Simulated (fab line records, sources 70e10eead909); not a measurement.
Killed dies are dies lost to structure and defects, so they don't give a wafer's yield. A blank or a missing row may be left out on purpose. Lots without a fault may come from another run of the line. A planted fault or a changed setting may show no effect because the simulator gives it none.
fab line records | flow nand_harc
record lots=24 wafers=72 last_day=33
route steps=1302 shown A_STAIRCASE@818 A_SGD_CUT@906
lots that met no fault: from a run of the same line without faults
start_h: hours from the record's first day to the start of the lot's first wafer shown | wait_h: hours since the lot's step before | " the same as in the row above | L1.1+2: a row that stands for several wafers | - no value, or no start given | * or withheld: withheld | < > ~ a bound
route shown NAME@n: a module of which the file shows steps, and the number in the route of the first | usual: mean/standard deviation of fault-free wafers | same: alike in all rows | chamber/n: place in a boat | sites: the reading at each site | _std_site: their standard deviation | _edge_site: outer sites' mean less inner sites' | radius_mm: how far each site lies from the wafer's centre | mask NAME#n: copy n | behind: the tool/chamber that last shaped the wafer | hold: why the lot was held/for how many hours/how that ended | device: the transistor (n, p or np) that didn't switch | end of line: the same wafers' tests at the end of the route | a step without rows: its recipe alone | killed: dies lost to structure and defects at the first sort, not the wafer's yield | map: a wafer's dies, x killed, . not, _ none there
set.NAME: the setting as run; set.NAME@STEP: as run at that earlier step | model.NAME: the simulator's own value behind a step, which no gauge read
steps of the route over a sample of lots; a table a step, a row a wafer
services: from which hour (start_h, from the record's first day; less than 0 if before it) a tool's chamber was out of use, for how many hours, and why
## steps
# step NHARC_A_STAIRCASE_HM_DEP_462
# recipe target_thk_a=8000 temp_c=400 material=aC
# usual throttle_valve_pct=35.000/0.009
# columns lot.wafer tool chamber start_h wait_h throttle_valve_pct
L074.3 acl_dep-02 0 374.48 1.8 35.008
L074.4 " 0 " " 34.980
L074.5 " 0 " " 34.993
L076.2 acl_dep-02 0 394.91 3.5 35.012
L076.5 " 0 " " 34.998
L076.6 " 0 " " 35.003
L075.1 acl_dep-03 0 396.76 0.8 34.992
L075.2 " 0 " " 34.994
L075.5 " 0 " " 35.011
L077.1 acl_dep-02 0 413.81 0.6 35.004
L077.4 " 0 " " 34.999
L077.5 " 0 " " 35.006
L078.3 acl_dep-03 0 420.46 0.7 35.011
L078.5 " 0 " " 35.003
L078.6 " 0 " " 35.009
L079.4 acl_dep-03 0 444.28 1.0 35.000
L079.5 " 0 " " 34.994
L079.6 " 0 " " 35.009
L080.3 acl_dep-01 0 445.55 0.7 35.001
L080.4 " 0 " " 35.004
L080.6 " 0 " " 35.003
L081.1 acl_dep-03 0 463.17 0.1 35.007
L081.4 " 0 " " 35.006
L081.5 " 0 " " 35.000
L082.1 acl_dep-01 0 463.60 0.1 34.993
L082.2 " 0 " " 34.989
L082.3 " 0 " " 35.004
L083.1 acl_dep-03 0 482.34 3.0 34.986
L083.3 " 0 " " 34.982
L083.6 " 0 " " 34.998
L086.1 acl_dep-02 0 493.88 3.8 34.999
L086.4 " 0 " " 34.999
L086.6 " 0 " " 35.009
L085.2 acl_dep-01 0 496.06 4.6 35.012
L085.3 " 0 " " 34.988
L085.6 " 0 " " 34.989
L084.1 acl_dep-02 0 499.11 2.1 35.017
L084.2 " 0 " " 34.994
L084.5 " 0 " " 35.002
L087.3 acl_dep-03 0 506.87 4.4 35.016
L087.4 " 0 " " 35.000
L087.6 " 0 " " 35.015
L088.4 acl_dep-02 0 522.36 1.0 34.996
L088.5 " 0 " " 35.000
L088.6 " 0 " " 35.011
L089.1 acl_dep-01 0 535.38 0.1 35.000
L089.2 " 0 " " 35.002
L089.4 " 0 " " 34.995
L090.3 acl_dep-02 0 540.06 0.7 35.015
L090.4 " 0 " " 35.006
L090.5 " 0 " " 34.989
L092.1 acl_dep-03 0 572.42 2.5 35.014
L092.2 " 0 " " 35.002
L092.3 " 0 " " 35.009
L091.1 acl_dep-01 0 576.50 0.1 34.985
L091.4 " 0 " " 35.015
L091.5 " 0 " " 34.996
L093.1 acl_dep-02 0 583.91 0.1 35.001
L093.4 " 0 " " 35.000
L093.5 " 0 " " 35.006
L094.3 acl_dep-02 0 586.37 0.9 35.000
L094.5 " 0 " " 34.998
L094.6 " 0 " " 35.002
L095.2 acl_dep-02 0 602.46 2.3 35.002
L095.4 " 0 " " 34.986
L095.6 " 0 " " 34.992
L096.1 acl_dep-03 0 610.07 3.1 35.002
L096.2 " 0 " " 34.995
L096.5 " 0 " " 35.004
L097.1 acl_dep-03 0 611.91 3.4 35.006
L097.2 " 0 " " 34.986
L097.6 " 0 613.45 4.9 35.000
# step NHARC_A_STAIRCASE_ALD_415
# recipe target_thk_a=300 pulse_time_s=6 ald_cycles=300 temp_c=300 material=SiO2
# usual heater_power_outer_w=258/24 heater_power_w=463/39 precursor_pulse_height_rel=1.001/0.018
# columns lot.wafer tool chamber start_h wait_h heater_power_outer_w heater_power_w precursor_pulse_height_rel
L074.3 ald_hk-04 1 378.56 0.1 242 420 0.961
L074.4 " 3 " " 243 434 1.024
L074.5 " 1 " " 241 429 1.019
L076.2 ald_hk-02 2 399.35 0.1 264 490 1.020
L076.5 " 2 " " 274 482 0.990
L076.6 " 3 " " 240 446 1.004
L075.1 ald_hk-03 0 401.56 0.1 265 467 1.013
L075.2 " 1 " " 248 462 1.017
L075.5 " 0 " " 269 472 0.992
L077.4 ald_hk-04 3 418.56 0.1 236 419 1.005
L077.1 " 1 " " 245 430 1.009
L077.5 " 3 " " 243 430 0.994
L078.3 ald_hk-02 3 425.38 0.8 241 456 1.006
L078.6 " 3 " " 234 449 0.979
L078.5 " 0 " " 276 503 1.011
L079.4 ald_hk-02 1 448.50 0.2 277 491 1.016
L079.6 " 1 " " 274 491 0.989
L079.5 " 2 " " 273 489 0.998
L080.3 ald_hk-02 0 450.28 0.1 273 484 1.028
L080.4 " 3 " " 237 451 0.963
L080.6 " 1 " " 272 476 0.985
L081.4 ald_hk-04 0 468.54 0.5 301 535 1.008
L081.1 " 1 " " 244 435 0.984
L081.5 " 2 " " 246 421 1.026
L082.1 ald_hk-02 0 468.80 0.1 284 499 1.005
L082.3 " 1 " " 280 492 0.983
L082.2 " 3 " " 246 450 1.021
L083.1 ald_hk-04 3 487.04 0.1 246 423 1.001
L083.3 " 0 " " 317 542 1.007
L083.6 " 0 " " 301 539 1.000
L086.1 ald_hk-04 0 498.56 0.1 310 538 0.998
L086.4 " 3 " " 241 424 1.008
L086.6 " 1 " " 237 430 0.993
L085.3 ald_hk-04 0 500.89 0.3 313 553 0.990
L085.2 " 2 " " 238 429 1.011
L085.6 " 0 " " 312 553 1.017
L084.1 ald_hk-03 1 504.20 0.5 254 451 1.010
L084.2 " 2 " " 212 417 0.967
L084.5 " 3 " " 264 496 1.026
L087.3 ald_hk-04 1 511.20 0.3 236 433 0.990
L087.4 " 2 " " 249 425 0.990
L087.6 " 1 " " 238 433 1.011
L088.4 ald_hk-03 0 526.71 0.8 266 476 0.995
L088.5 " 1 " " 250 462 0.991
L088.6 " 2 " " 216 433 0.981
L089.2 ald_hk-04 1 540.12 0.1 246 448 0.967
L089.4 " 3 " " 248 431 0.977
L089.1 " 0 " " 318 547 0.989
L090.4 ald_hk-04 0 545.58 0.3 305 538 0.998
L090.3 " 2 " " 250 421 1.016
L090.5 " 3 " " 243 429 1.003
L092.2 ald_hk-04 2 577.24 0.1 251 420 0.962
L092.3 " 3 " " 244 425 1.023
L092.1 " 1 " " 246 429 0.975
L091.4 ald_hk-03 0 581.46 0.1 245 463 0.993
L091.1 " 1 " " 235 430 0.997
L091.5 " 1 583.75 2.4 238 431 1.032
L093.1 ald_hk-04 1 588.86 0.1 252 435 0.999
L093.4 " 2 " " 250 423 1.027
L093.5 " 2 " " 243 417 0.997
L094.3 ald_hk-02 0 593.04 0.3 276 492 0.990
L094.5 " 3 " " 258 472 0.998
L094.6 " 0 " " 278 486 1.022
L095.4 ald_hk-03 0 607.19 0.5 252 467 0.994
L095.2 " 1 " " 243 422 0.983
L095.6 " 3 " " 263 473 1.010
L096.1 ald_hk-03 1 614.81 0.1 241 429 1.006
L096.2 " 3 " " 258 468 0.994
L096.5 " 2 " " 227 449 1.022
L097.2 ald_hk-03 3 616.92 0.3 265 484 0.984
L097.1 " 1 " " 238 417 1.009
L097.6 " 2 " " 230 442 1.002
# step NHARC_A_STAIRCASE_DEP_325
# recipe target_thk_a=72000 temp_c=400 target_thk_nm=7200 teos_flow_sccm=200 rf_w=500 material=SiO2
# usual heater_power_outer_w=372/54 heater_power_w=637/72
# columns lot.wafer tool chamber start_h wait_h heater_power_outer_w heater_power_w
L074.3 pecvd-04 1 409.53 0.1 444 734
L074.5 " 1 " " 364 621
L074.4 " 2 " " 403 628
L075.1 pecvd-03 0 433.76 0.2 274 496
L075.2 " 1 " " 458 752
L075.5 " 1 " " 366 643
L076.2 pecvd-02 2 433.93 0.3 400 683
L076.5 " 0 " " 335 562
L076.6 " 2 " " 306 569
L077.1 pecvd-02 2 449.49 0.1 402 708
L077.5 " 0 " " 333 561
L077.4 " 1 " " 335 645
L078.3 pecvd-03 1 459.60 0.3 411 704
L078.6 " 2 " " 335 530
L078.5 " 1 " " 355 643
L079.4 pecvd-02 0 479.06 0.4 325 561
L079.6 " 1 " " 345 655
L079.5 " 2 " " 306 558
L080.3 pecvd-02 0 483.95 0.1 406 654
L080.6 " 1 " " 343 643
L080.4 " 2 " " 303 570
L082.3 pecvd-02 1 498.77 0.1 442 751
L082.2 " 2 " " 401 699
L082.1 " 0 " " 358 596
L081.1 pecvd-04 2 498.86 0.2 539 789
L081.4 " 1 " " 376 606
L081.5 " 0 " " 335 638
L083.3 pecvd-02 2 517.91 0.1 353 627
L083.1 " 0 " " 370 633
L083.6 " 2 " " 305 549
L085.3 pecvd-04 2 529.92 0.1 529 784
L085.2 " 1 " " 449 738
L085.6 " 1 " " 375 596
L086.1 pecvd-03 1 530.11 0.3 469 775
L086.4 " 2 " " 334 525
L086.6 " 0 " " 273 493
L084.2 pecvd-02 1 535.04 0.1 449 774
L084.1 " 0 " " 381 621
L084.5 " 1 " " 344 643
L087.3 pecvd-02 0 548.28 0.3 430 659
L087.6 " 1 " " 341 646
L087.4 " 0 " " 326 556
L088.4 pecvd-04 1 559.03 0.4 370 607
L088.6 " 2 " " 407 639
L088.5 " 0 " " 328 643
L089.2 pecvd-03 0 571.47 0.1 375 640
L089.1 " 2 " " 438 657
L089.4 " 0 " " 271 510
L090.3 pecvd-02 0 571.47 0.1 396 620
L090.4 " 0 " " 331 573
L090.5 " 1 " " 338 638
L092.3 pecvd-02 2 606.96 0.1 397 693
L092.1 " 0 " " 386 621
L092.2 " 1 " " 371 690
L091.1 pecvd-04 2 613.12 0.2 494 731
L091.4 " 1 " " 378 597
L091.5 " 1 " " 365 603
L093.1 pecvd-02 2 618.87 0.1 320 603
L093.5 " 2 " " 308 581
L093.4 " 0 " " 348 579
L094.3 pecvd-04 1 626.67 0.5 374 597
L094.6 " 2 " " 412 638
L094.5 " 1 " " 366 609
L095.2 pecvd-02 2 639.50 0.3 380 693
L095.4 " 2 " " 320 595
L095.6 " 0 " " 336 580
L097.1 pecvd-02 0 650.05 0.1 379 631
L097.2 " 1 " " 434 775
L097.6 " 2 " " 319 586
L096.1 pecvd-04 0 650.05 0.1 386 707
L096.2 " 2 " " 474 725
L096.5 " 0 " " 296 591
# step NHARC_A_SGD_CUT_ETCH_59
# recipe target_depth_a=2600 over_etch_frac=0.25 time_s=406.25 ion_energy_ev=200 n2_flow_sccm=150 h2_flow_sccm=150 ar_flow_sccm=0 rf_w=400 bias_w=150 chemistry=N2/H2
# usual drypump_motor_current_A=5.62/0.28 oes_product_au=1.002/0.0092 rf_vpp_V=429.6/2.3 showerhead_plenum_p_Torr=2.01/0.076 throttle_valve_pct=14.171/0.0094
# columns lot.wafer tool chamber start_h wait_h drypump_motor_current_A oes_product_au rf_hours_counter_h rf_vpp_V showerhead_plenum_p_Torr throttle_valve_pct
L074.4 rie_diel-09 0 - - 5.39 1.023 5 431.9 2.08 14.180
L074.3 " 2 " " 6.03 1.000 6 430.9 2.04 14.163
L074.5 " 3 " " 5.88 1.009 - 432.4 2.11 14.172
L075.2 rie_diel-09 3 - - 5.86 1.002 9 431.9 2.11 14.182
L075.1 " 0 " " 5.40 1.008 8 432.1 2.08 14.177
L075.5 " 1 " " 5.56 1.008 - 426.0 1.89 14.164
L076.2 rie_diel-11 0 - - 5.59 0.995 1 429.6 2.00 14.181
L076.5 " 3 " " 6.03 0.988 - 425.9 1.92 14.168
L076.6 " 0 " " 5.62 1.006 - 428.3 2.00 14.169
L077.4 rie_diel-11 2 - - 5.28 1.015 2 429.1 1.99 14.163
L077.1 " 3 " " 6.04 0.988 2 428.6 1.92 14.160
L077.5 " 2 " " 5.27 1.014 - 428.4 1.99 14.150
L078.3 rie_diel-09 3 - - 5.90 1.005 10 432.0 2.11 14.187
L078.6 " 3 " " 5.87 1.010 - 432.0 2.11 14.171
L078.5 " 0 " " 5.41 1.019 - 430.6 2.08 14.182
L079.4 rie_diel-10 3 - - 5.75 0.995 5 428.1 1.97 14.162
L079.5 " 3 " " 5.75 0.999 - 428.3 1.97 14.173
L079.6 " 0 " " 5.30 1.010 - 433.0 2.09 14.162
L080.3 rie_diel-10 2 - - 5.55 0.991 5 429.6 2.00 14.176
L080.6 " 2 " " 5.55 1.007 - 430.5 2.00 14.169
L080.4 " 3 " " 5.73 0.994 - 428.8 1.97 14.185
L081.4 rie_diel-11 2 - - 5.29 1.004 3 428.9 1.99 14.177
L081.1 " 3 " " 6.05 0.986 4 426.7 1.92 14.182
L081.5 " 1 " " 5.61 1.014 - 432.6 2.16 14.178
L082.3 rie_diel-09 3 - - 5.88 1.004 1 432.9 2.11 14.178
L082.1 " 0 " " 5.42 1.007 1 431.3 2.08 14.176
L082.2 " 1 " " 5.57 1.000 1 427.2 1.89 14.166
L083.3 rie_diel-10 2 - - 5.56 0.991 9 428.1 2.00 14.170
L083.1 " 3 " " 5.75 0.991 9 428.6 1.97 14.175
L083.6 " 1 " " 5.09 1.009 - 428.2 1.94 14.173
L085.2 rie_diel-10 3 - - 5.81 0.995 10 428.8 1.97 14.167
L085.3 " 0 " " 5.30 1.011 8 432.7 2.09 14.182
L085.6 " 3 " " 5.79 0.986 - 428.4 1.97 14.162
L084.1 rie_diel-11 1 - - 5.58 1.012 5 433.2 2.16 14.174
L084.2 " 2 " " 5.29 1.001 5 430.1 1.99 14.160
L084.5 " 1 " " 5.59 1.003 - 435.0 2.16 14.169
L086.1 rie_diel-09 0 - - 5.41 1.006 3 431.8 2.08 14.157
L086.4 " 3 " " 5.87 1.013 3 431.1 2.11 14.172
L086.6 " 1 " " 5.57 1.002 - 427.0 1.89 14.192
L087.3 rie_diel-10 2 - - 5.57 0.996 12 428.7 2.00 14.172
L087.4 " 0 " " 5.30 1.008 10 432.8 2.09 14.173
L087.6 " 3 " " 5.77 1.008 - 427.3 1.97 14.172
L088.4 rie_diel-10 3 - - 5.73 1.000 13 428.6 1.97 14.168
L088.6 " 2 " " 5.58 0.991 - 428.4 2.00 14.182
L088.5 " 3 " " 5.76 1.007 - 428.8 1.97 14.168
L089.2 rie_diel-10 2 - - 5.55 0.994 14 431.1 2.00 14.176
L089.1 " 0 " " 5.31 1.006 12 433.6 2.09 14.156
L089.4 " 1 " " 5.09 1.002 13 428.4 1.94 14.179
L090.3 rie_diel-11 2 - - 5.29 1.020 7 429.2 1.99 14.185
L090.4 " 0 " " 5.63 1.000 7 428.7 2.00 14.182
L090.5 " 3 " " 6.05 0.994 - 427.5 1.92 14.175
L091.1 rie_diel-11 2 - - 5.29 0.990 1 428.3 1.99 14.180
L091.4 " 0 " " 5.64 1.007 1 427.8 2.00 14.161
L091.5 " 3 " " 6.03 0.989 - 427.3 1.92 14.175
L092.1 rie_diel-09 2 - - 6.04 0.992 8 429.4 2.04 14.162
L092.2 " 0 " " 5.38 1.003 7 432.6 2.08 14.175
L092.3 " 1 " " 5.57 0.996 7 426.9 1.89 14.182
L093.1 rie_diel-11 3 - - 6.05 0.997 1 425.8 1.92 14.187
L093.4 " 2 " " 5.29 1.002 2 428.8 1.98 14.160
L093.5 " 3 " " 6.05 0.992 - 426.4 1.92 14.155
L094.3 rie_diel-09 0 - - 5.40 1.009 8 431.1 2.08 14.181
L094.6 " 0 " " 5.45 1.020 - 430.9 2.08 14.159
L094.5 " 1 " " 5.61 1.002 - 426.3 1.89 14.168
L095.4 rie_diel-11 0 - - 5.61 0.988 3 430.3 2.00 14.178
L095.2 " 2 " " 5.27 0.986 3 428.9 1.98 14.160
L095.6 " 0 " " 5.66 0.988 - 428.3 2.00 14.182
L097.2 rie_diel-11 3 - - 6.05 0.993 4 427.4 1.92 14.169
L097.1 " 1 " " 5.58 1.006 4 434.6 2.15 14.165
L097.6 " 0 " " 5.62 0.997 - 429.9 2.00 14.157
L096.2 rie_diel-10 2 - - 5.56 1.011 8 429.4 2.00 14.186
L096.1 " 3 " " 5.80 0.997 7 427.9 1.97 14.159
L096.5 " 3 " " 5.79 1.002 - 427.5 1.97 14.175
# step NHARC_A_SGD_CUT_STRIP_17
# recipe o2_flow_sccm=500 ar_flow_sccm=0 bias_w=0 chemistry=O2
# usual drypump_motor_current_A=5.59/0.27 oes_product_au=1.003/0.01 rf_vpp_V=57.6/0.85 showerhead_plenum_p_Torr=3.49/0.13 throttle_valve_pct=17.035/0.01
# columns lot.wafer tool chamber start_h wait_h drypump_motor_current_A oes_product_au rf_hours_counter_h rf_vpp_V showerhead_plenum_p_Torr throttle_valve_pct
L074.3 rie_diel-09 3 - - 5.86 1.004 6 57.9 3.64 17.017
L074.4 " 2 " " 6.04 0.993 7 57.8 3.54 17.035
L074.5 " 3 " " 5.87 1.007 - 57.6 3.64 17.060
L075.1 rie_diel-09 1 - - 5.58 1.014 8 56.0 3.30 17.044
L075.2 " 2 " " 6.03 0.989 9 56.7 3.53 17.040
L075.5 " 0 " " 5.42 1.019 - 57.0 3.59 17.048
L076.2 rie_diel-11 2 - - 5.27 0.995 1 59.2 3.45 17.034
L076.6 " 1 " " 5.58 1.016 - 58.2 3.71 17.019
L076.5 " 2 " " 5.28 1.002 - 56.7 3.45 17.037
L077.4 rie_diel-11 3 - - 6.04 0.991 2 58.0 3.34 17.045
L077.1 " 0 " " 5.62 1.021 2 56.6 3.46 17.032
L077.5 " 0 " " 5.64 1.008 - 58.0 3.46 17.029
L078.3 rie_diel-09 0 - - 5.40 1.018 10 57.4 3.59 17.036
L078.6 " 0 " " 5.37 1.014 - 58.5 3.59 17.043
L078.5 " 1 " " 5.57 1.018 - 56.7 3.30 17.029
L079.4 rie_diel-10 1 - - 5.09 1.017 5 57.2 3.38 17.015
L079.5 " 3 " " 5.78 0.999 - 57.9 3.42 17.048
L079.6 " 0 " " 5.27 1.007 - 57.5 3.61 17.054
L080.3 rie_diel-10 3 - - 5.74 0.995 6 57.1 3.42 17.037
L080.6 " 1 " " 5.09 1.017 - 58.2 3.38 17.023
L080.4 " 2 " " 5.56 0.999 - 57.0 3.47 17.057
L082.2 rie_diel-09 1 - - 5.57 1.015 1 55.9 3.30 17.036
L082.1 " 3 " " 5.88 1.014 1 57.8 3.64 17.032
L082.3 " 0 " " 5.41 1.010 1 57.8 3.59 17.044
L081.1 rie_diel-11 2 - - 5.26 1.007 3 58.4 3.45 17.035
L081.4 " 3 " " 6.05 0.989 4 57.6 3.34 17.040
L081.5 " 0 " " 5.61 1.011 - 58.1 3.46 17.035
L083.1 rie_diel-10 3 - - 5.74 0.995 9 58.6 3.42 17.026
L083.3 " 1 " " 5.10 1.010 9 58.7 3.38 17.044
L083.6 " 3 " " 5.76 0.993 - 56.8 3.42 17.048
L085.3 rie_diel-10 0 - - 5.25 1.013 8 57.1 3.61 17.043
L085.2 " 1 " " 5.11 1.020 10 58.1 3.38 17.013
L085.6 " 3 " " 5.77 1.006 - 58.1 3.42 17.047
L084.2 rie_diel-11 3 - - 6.05 0.991 6 56.3 3.34 17.029
L084.1 " 0 " " 5.62 1.009 5 58.9 3.46 17.027
L084.5 " 2 " " 5.27 1.015 - 57.9 3.44 17.044
L086.4 rie_diel-09 1 - - 5.56 1.007 4 59.2 3.30 17.050
L086.1 " 2 " " 6.04 0.988 3 57.7 3.53 17.045
L086.6 " 3 " " 5.89 0.996 - 58.4 3.64 17.054
L087.4 rie_diel-10 3 - - 5.79 1.004 13 57.8 3.42 17.043
L087.3 " 0 " " 5.32 1.007 10 57.9 3.61 17.039
L087.6 " 2 " " 5.59 0.978 - 57.0 3.46 17.031
L088.4 rie_diel-10 0 - - 5.31 1.001 10 57.2 3.61 17.028
L088.5 " 0 " " 5.29 1.000 - 56.4 3.61 17.038
L088.6 " 1 " " 5.10 1.002 - 58.3 3.38 17.021
L089.4 rie_diel-10 1 - - 5.09 1.013 14 56.9 3.38 17.024
L089.1 " 2 " " 5.57 1.004 15 56.5 3.46 17.045
L089.2 " 3 " " 5.77 1.007 15 57.3 3.42 17.045
L090.3 rie_diel-11 3 - - 6.04 1.006 7 56.2 3.34 17.040
L090.4 " 0 " " 5.63 1.003 7 58.2 3.46 17.051
L090.5 " 2 " " 5.27 1.009 - 57.8 3.44 17.044
L092.3 rie_diel-09 2 - - 6.02 0.999 8 56.9 3.53 17.037
L092.2 " 3 " " 5.89 1.005 8 59.8 3.64 17.010
L092.1 " 0 " " 5.42 1.006 7 56.7 3.59 17.030
L091.1 rie_diel-11 2 - - 5.29 0.993 1 57.6 3.44 17.047
L091.4 " 0 " " 5.62 1.004 1 58.8 3.46 17.024
L091.5 " 2 " " 5.29 0.994 - 58.0 3.44 17.030
L093.1 rie_diel-11 2 - - 5.28 0.994 2 57.4 3.44 17.073
L093.4 " 3 " " 6.05 0.992 2 56.2 3.34 17.035
L093.5 " 0 " " 5.62 0.995 - 57.6 3.46 17.055
L094.3 rie_diel-09 0 - - 5.43 1.005 8 58.0 3.59 17.051
L094.6 " 0 " " 5.43 1.006 - 56.5 3.59 17.035
L094.5 " 1 " " 5.56 0.995 - 57.7 3.29 17.034
L095.2 rie_diel-11 1 - - 5.60 0.999 3 59.3 3.71 17.032
L095.4 " 3 " " 6.06 0.993 4 56.9 3.34 17.030
L095.6 " 0 " " 5.65 0.981 - 58.0 3.46 17.044
L096.2 rie_diel-10 0 - - 5.31 0.986 3 57.9 3.60 17.032
L096.1 " 3 " " 5.76 0.977 7 57.6 3.41 17.026
L096.5 " 0 " " 5.29 0.984 - 58.7 3.60 17.025
L097.1 rie_diel-11 0 - - 5.65 0.992 4 57.4 3.46 17.044
L097.2 " 3 " " 6.05 0.982 4 59.3 3.33 17.036
L097.6 " 3 " " 6.06 0.982 - 58.1 3.34 17.014
# step NHARC_A_SGD_CUT_ETCHBACK_24
# recipe target_depth_a=500 over_etch_frac=0.3 time_s=92.857 ion_energy_ev=120 ch3f_flow_sccm=50 o2_flow_sccm=30 ar_flow_sccm=200 rf_w=500 bias_w=100 chemistry=CH3F/O2
# usual drypump_motor_current_A=5.60/0.29 oes_product_au=0.97/0.035 rf_vpp_V=244.0/1.5 showerhead_plenum_p_Torr=2.43/0.091 throttle_valve_pct=20.662/0.0092
# columns lot.wafer tool chamber start_h wait_h drypump_motor_current_A oes_product_au rf_hours_counter_h rf_vpp_V showerhead_plenum_p_Torr throttle_valve_pct
L074.3 rie_diel-10 1 433.01 0.1 5.10 1.01 0 244.0 2.35 20.671
L074.4 " 0 " " 5.31 1.00 0 244.0 2.52 20.681
L074.5 " 1 " " 5.08 1.00 - 243.8 2.35 20.661
L075.1 rie_diel-11 1 463.07 0.1 5.55 1.01 2 246.3 2.59 20.648
L075.2 " 2 " " 5.28 1.00 2 244.4 2.40 20.664
L075.5 " 1 " " 5.59 1.01 - 245.5 2.59 20.657
L076.2 rie_diel-10 1 463.14 0.2 5.08 1.01 2 242.3 2.35 20.661
L076.6 " 0 " " 5.31 0.95 - 244.8 2.52 20.656
L076.5 " 1 " " 5.08 1.01 - 243.6 2.35 20.680
L077.1 rie_diel-10 0 472.50 0.1 5.28 1.01 2 245.4 2.52 20.665
L077.4 " 1 " " 5.10 1.00 3 242.2 2.35 20.648
L077.5 " 1 " " 5.11 1.00 - 242.4 2.35 20.672
L078.3 rie_diel-10 1 483.37 0.1 5.09 1.00 4 244.2 2.35 20.648
L078.5 " 1 " " 5.09 1.00 - 243.3 2.35 20.656
L078.6 " 2 " " 5.56 0.99 - 243.6 2.42 20.676
L079.4 rie_diel-11 1 501.76 0.2 5.59 1.00 3 245.1 2.59 20.680
L079.5 " 0 " " 5.62 1.00 - 244.0 2.41 20.667
L079.6 " 1 " " 5.56 1.01 - 247.7 2.59 20.663
L080.3 rie_diel-11 0 508.15 0.2 5.63 1.01 3 244.8 2.41 20.660
L080.4 " 1 " " 5.63 1.01 - 246.6 2.59 20.680
L080.6 " 3 " " 6.03 0.99 - 241.2 2.32 20.660
L082.2 rie_diel-09 1 522.84 0.1 5.53 0.94 1 242.7 2.29 20.662
L082.1 " 2 " " 6.03 0.94 1 244.1 2.46 20.668
L082.3 " 0 " " 5.43 0.94 1 245.9 2.50 20.656
L081.4 rie_diel-11 1 522.86 0.2 5.63 0.92 4 245.1 2.59 20.641
L081.1 " 3 " " 6.05 0.91 4 241.5 2.32 20.665
L081.5 " 0 " " 5.61 0.92 - 243.2 2.41 20.662
L083.1 rie_diel-09 3 543.00 0.2 5.87 1.00 3 245.1 2.54 20.669
L083.3 " 2 " " 6.03 0.99 3 243.9 2.46 20.664
L083.6 " 0 " " 5.40 0.99 - 244.9 2.50 20.669
L085.2 rie_diel-10 3 554.81 0.2 5.74 0.92 11 242.0 2.38 20.645
L085.3 " 1 " " 5.08 0.92 10 242.4 2.35 20.668
L085.6 " 3 " " 5.74 0.92 - 244.5 2.38 20.650
L084.1 rie_diel-11 0 554.82 0.1 5.64 0.96 5 245.5 2.41 20.671
L084.2 " 1 " " 5.59 0.95 5 247.3 2.59 20.674
L084.5 " 0 " " 5.61 0.96 - 242.4 2.41 20.670
L086.4 rie_diel-10 1 554.88 0.2 5.08 0.95 10 242.6 2.35 20.670
L086.1 " 2 " " 5.59 0.93 10 244.4 2.41 20.651
L086.6 " 2 " " 5.56 0.94 - 243.5 2.41 20.671
L087.3 rie_diel-11 0 575.48 0.1 5.62 0.99 6 244.5 2.41 20.656
L087.4 " 3 " " 6.04 0.99 6 242.8 2.32 20.664
L087.6 " 0 " " 5.63 1.00 - 243.6 2.41 20.663
L088.4 rie_diel-10 1 588.98 0.2 5.07 0.93 14 243.4 2.35 20.652
L088.5 " 2 " " 5.56 0.91 - 242.3 2.41 20.660
L088.6 " 3 " " 5.75 0.93 - 243.0 2.38 20.666
L089.2 rie_diel-09 3 594.20 0.1 5.87 1.00 6 245.2 2.54 20.665
L089.4 " 0 " " 5.42 1.00 5 244.2 2.50 20.653
L089.1 " 2 " " 6.05 1.00 6 245.3 2.46 20.653
L090.4 rie_diel-10 0 594.20 0.1 5.30 1.01 13 245.2 2.51 20.670
L090.3 " 1 " " 5.09 1.01 15 243.0 2.35 20.665
L090.5 " 0 " " 5.27 1.01 - 244.9 2.51 20.685
L092.2 rie_diel-11 3 632.82 0.1 6.03 0.99 1 243.3 2.32 20.674
L092.3 " 0 " " 5.61 1.00 1 244.0 2.41 20.670
L092.1 " 2 " " 5.27 1.00 2 243.6 2.40 20.674
L091.4 rie_diel-09 2 632.82 0.2 6.01 0.99 9 243.2 2.46 20.663
L091.1 " 1 " " 5.58 0.98 8 241.2 2.29 20.660
L091.5 " 2 " " 6.03 0.98 - 244.7 2.46 20.664
L093.4 rie_diel-11 0 644.40 0.2 5.65 0.92 2 243.9 2.41 20.677
L093.1 " 1 " " 5.58 0.94 2 246.6 2.59 20.674
L093.5 " 2 " " 5.28 0.92 - 243.7 2.40 20.673
L094.3 rie_diel-09 0 649.08 0.2 5.41 0.94 8 245.6 2.50 20.667
L094.5 " 2 " " 6.04 0.93 - 243.7 2.46 20.668
L094.6 " 3 " " 5.87 0.94 - 245.9 2.53 20.658
L095.2 rie_diel-11 1 666.81 0.1 5.56 0.92 4 245.1 2.59 20.658
L095.4 " 1 " " 5.56 0.92 - 244.4 2.59 20.650
L095.6 " 3 " " 6.03 0.92 - 242.4 2.32 20.676
L096.2 rie_diel-11 3 678.56 0.2 6.03 0.99 5 241.7 2.32 20.680
L096.1 " 1 " " 5.59 1.00 5 246.1 2.59 20.671
L096.5 " 0 " " 5.62 1.00 - 242.7 2.41 20.674
L097.2 rie_diel-11 1 678.73 0.2 5.57 0.93 5 245.3 2.59 20.655
L097.1 " 3 " " 6.04 0.91 5 240.8 2.32 20.643
L097.6 " 0 " " 5.63 0.92 - 243.1 2.41 20.668
## services
# columns tool chamber start_h hours kind
rie_diel-11 0 391.62 6.0 repair
rie_diel-11 2 399.21 4.4 repair
rie_diel-09 0 410.24 2.1 repair
rie_diel-10 - 419.50 9.0 pm
rie_diel-11 - 434.47 9.0 pm
rie_diel-10 0 450.87 10.3 repair
rie_diel-11 - 471.98 0.8 repair
rie_diel-09 1 478.09 3.2 repair
rie_diel-09 1 486.79 13.0 repair
rie_diel-09 - 497.10 9.0 pm
rie_diel-10 0 500.10 6.0 repair
rie_diel-11 2 501.86 8.8 repair
rie_diel-11 1 524.90 3.3 repair
rie_diel-09 0 531.50 7.6 repair
rie_diel-10 0 559.83 3.5 repair
rie_diel-09 0 563.49 4.2 repair
rie_diel-09 1 570.60 3.9 repair
rie_diel-10 - 596.51 9.0 pm
rie_diel-11 - 611.47 9.0 pm
rie_diel-10 0 628.43 32.5 repair
rie_diel-10 3 631.27 2.1 repair
rie_diel-10 3 643.46 6.5 repair
rie_diel-10 1 646.94 5.9 repair
rie_diel-11 2 666.24 14.1 repair
## key
fault none
